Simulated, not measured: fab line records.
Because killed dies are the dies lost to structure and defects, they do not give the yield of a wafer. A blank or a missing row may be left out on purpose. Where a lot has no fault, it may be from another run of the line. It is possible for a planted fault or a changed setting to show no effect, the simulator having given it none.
Which tool did it? ; flow nand harc ; 39 wafers from 13 lots sampled at 6 of the route's 1302 steps

## WHAT THE GAUGES READ, wafer by wafer
NHARC_A_DECK1_JOINT_THK_MEAS_14: measures by ellipsometry. Usual: thk nm 50.9 nm, standard deviation 1.5.
lot;measured;on;thk nm (nm);flag
L303;day 11 01:38;film metro-01;51.9 52.4 52.2;
L304;day 11 12:09;film metro-01;49.2 48.0 51.5;
L307;day 12 19:32;film metro-01;50.3 49.2 48.2;
L309;day 13 14:55;film metro-01;50.8 49.0 53.8;
L308;day 13 14:55;film metro-01;50.9 51.8 50.9;
L310;day 14 14:26;film metro-01;49.0 51.7 52.2;
L312;day 15 00:22;film metro-01;48.9 49.0 49.9;
L315;day 16 11:42;film metro-02;52.5 53.9 52.0;
L316;day 16 20:40;film metro-01;52.6 51.1 51.5;
L324;day 19 22:44;film metro-02;51.5 52.3 51.2;
L322;day 20 09:49;film metro-02;48.6 49.3 50.9;
L325;day 20 05:55;film metro-01;50.0 50.7 51.7;
L326;day 20 19:46;film metro-01;52.7 52.5 51.9;

NHARC_A_ONON_D2_THK_MEAS_24: measures by ellipsometry. Usual: thk nm 1001 nm, standard deviation 8.7.
lot;measured;on;thk nm (nm);flag
L303;day 12 09:27;film metro-01;995 998 997;
L304;day 13 03:54;film metro-01;993 992 992;
L307;day 14 01:44;film metro-01;1000 999 1001;
L309;day 15 04:02;film metro-02;999 1000 999;
L308;day 15 04:02;film metro-01;998 999 996;
L310;day 16 04:35;film metro-02;1020 1019 1021;
L312;day 16 12:48;film metro-02;989 991 991;
L315;day 18 01:47;film metro-01;1039 1006 1007;
L316;day 18 14:11;film metro-02;1040 1008 1009;
L324;day 21 09:15;film metro-01;1013 1016 1014;
L322;day 21 21:58;film metro-01;997 997 996;
L325;day 21 22:10;film metro-02;1000 997 998;
L326;day 22 11:51;film metro-01;995 996 998;

NHARC_END_SORT_01. Usual: killed at array 52, standard deviation 16; killed at other 0.8, standard deviation 1.1; killed at periphery 4.2, standard deviation 2.5; killed dies 57, standard deviation 16; killed open 3.4, standard deviation 2; killed short 2.6, standard deviation 1.6.
lot;measured;on;killed at array;killed at other;killed at periphery;killed dies;killed open;killed short;flag
L315;day 29 19:37;prober-02;101 77 72;1 0 0;1 3 2;103 80 74;4 4 1;2 4 3;
L316;day 29 19:32;prober-01;75 43 48;1 0 0;3 6 3;79 49 51;5 3 1;5 1 1;

## WHICH TOOL RAN EACH LOT (tool, then ch and the chambers of the sampled wafers, then the start)
lot;NHARC_A_CHANNEL_HOLE_D1_XSEM_31;NHARC_A_ONON_D2_DEP_22;NHARC_A_CHANNEL_HOLE_D2_DEP_01
L303;xsem-02 ch 0, day 8 14:58;pecvd onon-04 ch 0, day 12 08:56;pecvd-01 ch 0,1,2, day 12 15:23
L304;xsem-02 ch 0, day 9 00:43;pecvd onon-03 ch 0, day 13 03:26;pecvd-02 ch 0,2, day 13 08:14
L307;xsem-02 ch 0, day 10 09:13;pecvd onon-02 ch 0, day 14 01:16;pecvd-04 ch 0,1,2, day 14 05:31
L309;xsem-01 ch 0, day 11 04:10;pecvd onon-04 ch 0, day 15 03:31;pecvd-01 ch 0,1,2, day 15 07:43
L308;xsem-02 ch 0, day 11 04:41;pecvd onon-02 ch 0, day 15 03:34;pecvd-04 ch 1,2, day 15 07:43
L310;xsem-01 ch 0, day 11 23:15;pecvd onon-04 ch 0, day 16 04:05;pecvd-01 ch 0,1,2, day 16 10:14
L312;xsem-02 ch 0, day 12 12:02;pecvd onon-04 ch 0, day 16 12:21;pecvd-01 ch 0,1, day 16 23:12
L315;xsem-02 ch 0, day 13 21:40;pecvd onon-04 ch 0, day 18 01:20;pecvd-01 ch 0,2, day 18 08:37
L316;xsem-01 ch 0, day 13 23:19;pecvd onon-04 ch 0, day 18 13:44;pecvd-01 ch 0,1, day 18 21:00
L324;xsem-02 ch 0, day 17 11:11;pecvd onon-04 ch 0, day 21 08:45;pecvd-02 ch 0,1,2, day 21 16:05
L322;xsem-02 ch 0, day 17 18:53;pecvd onon-03 ch 0, day 21 21:27;pecvd-01 ch 0,2, day 22 01:57
L325;xsem-01 ch 0, day 17 19:40;pecvd onon-02 ch 0, day 21 21:40;pecvd-01 ch 0,1,2, day 22 03:44
L326;xsem-02 ch 0, day 18 08:26;pecvd onon-04 ch 0, day 22 11:20;pecvd-01 ch 0,1,2, day 22 15:31
- NHARC_A_CHANNEL_HOLE_D1_XSEM_31
- NHARC_A_ONON_D2_DEP_22: target thk 1000 nm.
- NHARC_A_CHANNEL_HOLE_D2_DEP_01: deposits SiON, target thk 140 nm.

## AS READ BY THE TOOLS THEMSELVES (means over the sampled wafers that have a number; for cases with no such wafer, the mark the record gives instead)
NHARC_A_CHANNEL_HOLE_D1_XSEM_31. Usual: bot cd nm 74.9 nm, standard deviation 1.1; bow nm 8.65 nm, standard deviation 0.27; tilt deg 0.07 degrees, standard deviation 0.039.
lot;tool;bot cd nm (nm);bow nm (nm);tilt deg (degrees);flag
L303;xsem-02;74.1;8.11;0.07;
L304;xsem-02;74.6;8.48;0.09;
L307;xsem-02;76.0;8.74;0.02;
L309;xsem-01;76.2;8.33;0.08;
L308;xsem-02;74.5;8.48;0.11;
L310;xsem-01;74.4;8.88;0.05;
L312;xsem-02;73.3;8.58;0.02;
L315;xsem-02;74.4;8.64;0.03;
L316;xsem-01;75.6;8.77;0.12;
L324;xsem-02;73.5;8.60;0.11;
L322;xsem-02;75.2;8.84;0.11;
L325;xsem-01;74.7;9.25;0.03;
L326;xsem-02;74.3;8.61;0.05;

NHARC_A_CHANNEL_HOLE_D2_DEP_01. Usual: heater power w 795 W, standard deviation 130.
lot;tool;heater power w (W);flag
L303;pecvd-01;830;
L304;pecvd-02;931;
L307;pecvd-04;728;
L309;pecvd-01;834;
L308;pecvd-04;725;
L310;pecvd-01;847;
L312;pecvd-01;769;
L315;pecvd-01;821;
L316;pecvd-01;806;
L324;pecvd-02;792;
L322;pecvd-01;793;
L325;pecvd-01;821;
L326;pecvd-01;879;

## THE ANSWER, worked out from the rows above alone
Rule: a lot counts as off when the mean over its wafers that have a number is more than 3 standard deviations away from the usual mean. A lot without any number at a reading at which 4 lots or more have one is off too. The other lots that the step has rows for count as sound. Order of review: gauges by route order, followed by the tools' own readings, for which a lot's mean as printed above is used. At the first step where some lot is off, the reading lying furthest off is the one used; lots without a number count as furthest.
No lot is off on any of the readings shown, so nothing can be concluded from this.

## WHAT THE SIMULATOR PUT IN
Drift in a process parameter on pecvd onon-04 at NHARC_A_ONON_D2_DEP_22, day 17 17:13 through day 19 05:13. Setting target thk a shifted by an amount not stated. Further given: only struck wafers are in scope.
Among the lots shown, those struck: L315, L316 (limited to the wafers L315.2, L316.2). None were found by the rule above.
